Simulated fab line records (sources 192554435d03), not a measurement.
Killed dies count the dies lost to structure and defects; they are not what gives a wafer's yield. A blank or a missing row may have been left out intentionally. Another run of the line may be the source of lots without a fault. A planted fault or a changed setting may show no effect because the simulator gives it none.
A lot that was struck, set against a sound lot    flow n5_finfet    14 out of 1938 route steps
Sound: wafers L930.1, L930.2, L930.4. Wafers struck: L940.2, L940.4, L940.5. Last of all comes the cause.
At each step with rows: each side's tool, then ch and its chambers, then its first start. Under that, the readings that differ: sound wafers    struck wafers    difference of the means    sigmas: that difference in standard deviations of wafers without a fault.
alike: same words and numbers on both sides, and readings whose means sit less than 2 such deviations apart. not compared: any withheld reading, any reading some wafer has no value for, any bound like >300 that may hide the same value, and any number with overlapping values for which the record gives no deviation.
The two part at a step that has a row with sigmas, a row that says differs or no value, or rows on one side only. Numbers that have no deviation but don't overlap get no sigmas and don't part them. A reading that every wafer of one side lacks parts them only if that side has two wafers or more.

first, 1 step without rows for these wafers: N5_BEOL_M7_STRIP_68 (strips in N2/H2).
N5_BEOL_M7_STRIP_67: strips in CF4.
  sound on rie_diel-01 ch 1,2,3, day 9 08:59; struck on rie_diel-06 ch 2,3, day 12 15:58
  alike: drypump_motor_current_A, oes_product_au, rf_vpp_V, showerhead_plenum_p_Torr, throttle_valve_pct
  not compared: rf_hours_counter_h
N5_BEOL_M7_HM_OPEN_17: chemistry Cl2/BCl3, target TiN, target depth 20 nm, overetch 6 nm.
  sound on rie_metal-03 ch 0,1, day 9 09:01; struck on rie_metal-03 ch 1, day 12 16:00
reading              sound              struck             difference  sigmas
mfc_cl2_sccm (sccm)  53.61 53.36 53.41  52.99 53.12 53.17  -0.37       -2
  alike: bcl3_flow_sccm, drypump_motor_current_A, oes_ar_750_au, oes_product_au, throttle_valve_pct
  not compared: rf_hours_counter_h
N5_BEOL_M7_STRIP_19: strips in O2.
  sound on rie_diel-06 ch 0,3, day 9 09:08; struck on rie_diel-06 ch 0,1, day 12 16:08
  alike: drypump_motor_current_A, oes_product_au, rf_vpp_V, showerhead_plenum_p_Torr, throttle_valve_pct
  not compared: rf_hours_counter_h
N5_BEOL_M7_CD_MEAS_18: pitch 80 nm, target cd 40 nm.
  struck on cd_sem-02, day 12 16:13; sound on cd_sem-03, day 9 09:12
  alike: cd_nm
then, 7 steps without rows for these wafers: N5_BEOL_M7_COAT_63 (time 60 s, resist thk 60 nm); N5_BEOL_M7_COAT_64 (time 60 s, resist thk 12 nm); N5_BEOL_M7_COAT_71 (time 60 s, resist thk 5 nm); N5_BEOL_M7_COAT_22 (resist thk 30 nm); N5_BEOL_M7_EBR_24; N5_BEOL_M7_SOFTBAKE_23 (time 60 s); N5_BEOL_M7_EXPOSE_25 (exposes mask V6, target cd 40 nm).
N5_BEOL_M7_PEB_26: peb time 60 s.
  struck on litho_track-04, day 12 16:35; sound on litho_track-01 ch 0, day 9 09:28
  no value came back on the struck wafers for chill_plate_temp_C (C), exhaust_pa (Pa); on the sound wafers chill_plate_temp_C (C) reads 22.95 23.02 22.86
then, 1 step without rows for these wafers: N5_BEOL_M7_DEVELOP_27 (develop time 30 s).

WHERE THEY PART
First at N5_BEOL_M7_HM_OPEN_17; last, within this record, at N5_BEOL_M7_PEB_26.

WHY: the cause the simulator had injected
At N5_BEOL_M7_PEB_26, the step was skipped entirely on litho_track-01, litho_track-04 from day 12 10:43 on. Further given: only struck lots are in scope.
